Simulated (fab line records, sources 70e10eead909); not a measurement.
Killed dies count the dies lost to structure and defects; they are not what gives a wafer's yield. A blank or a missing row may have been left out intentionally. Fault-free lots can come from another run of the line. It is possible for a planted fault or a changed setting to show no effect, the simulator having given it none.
Chamber matching    flow nandHarc    NHARC_A_DECK1_JOINT_ETCHBACK_07 on rieSi-04 has 4 sister chambers
The step etches the open film in HBr, target depth 105 nm, time 26.9 s. 8 wafers are shown with their chamber, then 7 later ones without.

WAFERS PAIRED WITH THEIR CHAMBERS
wafer   chamber  oesProductAu (a.u.)  throttleValvePct (%)
L080.2  2        0.997                23.267
L080.4  1        1.008                23.275
L080.6  1        1.015                23.275
L082.1  3        0.994                23.261
L082.4  0        1.021                23.256
L082.5  2        1.011                23.271
L085.2  0        1.024                23.265
L085.3  3        0.993                23.254

WAFERS WITHOUT THEIR CHAMBER
wafer   oesProductAu (a.u.)  throttleValvePct (%)
L085.5  0.992                23.271
L086.2  0.992                23.276
L086.4  0.987                23.249
L086.5  0.993                23.251
L090.1  1.006                23.260
L090.3  0.990                23.269
L090.5  1.008                23.269

WHICH CHAMBER EACH WENT THROUGH
wafer    from the rows above                 in truth
L085.5   can't be placed: 2 or 3 or 1        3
L086.2   can't be placed: 2 or 1 or 3        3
L086.4   3                                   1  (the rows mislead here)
L086.5   3                                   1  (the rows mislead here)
L090.1   can't be placed: 2 or 3 or 0 or 1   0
L090.3   can't be placed: 2 or 3 or 1        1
L090.5   can't be placed: 2 or 1             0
Placed correctly: 0 of 7. Can't be placed from these rows: 5 (the true chamber is among the candidates in 4). Number placed wrongly: 2.
How it was worked out, from the rows above alone: a wafer's distance from a chamber is the root of the sum, over the readings, of the square of ((its reading less the chamber's mean) divided by the reading's scatter). The wafer belongs to the nearest chamber; if the next one is less than 2 further off, it can't be placed. A chamber's mean is the mean of its shown wafers. The scatter: take each reading less its chamber's mean, square it, sum over the shown wafers, divide by the number of wafers less the number of chambers, and take the root.
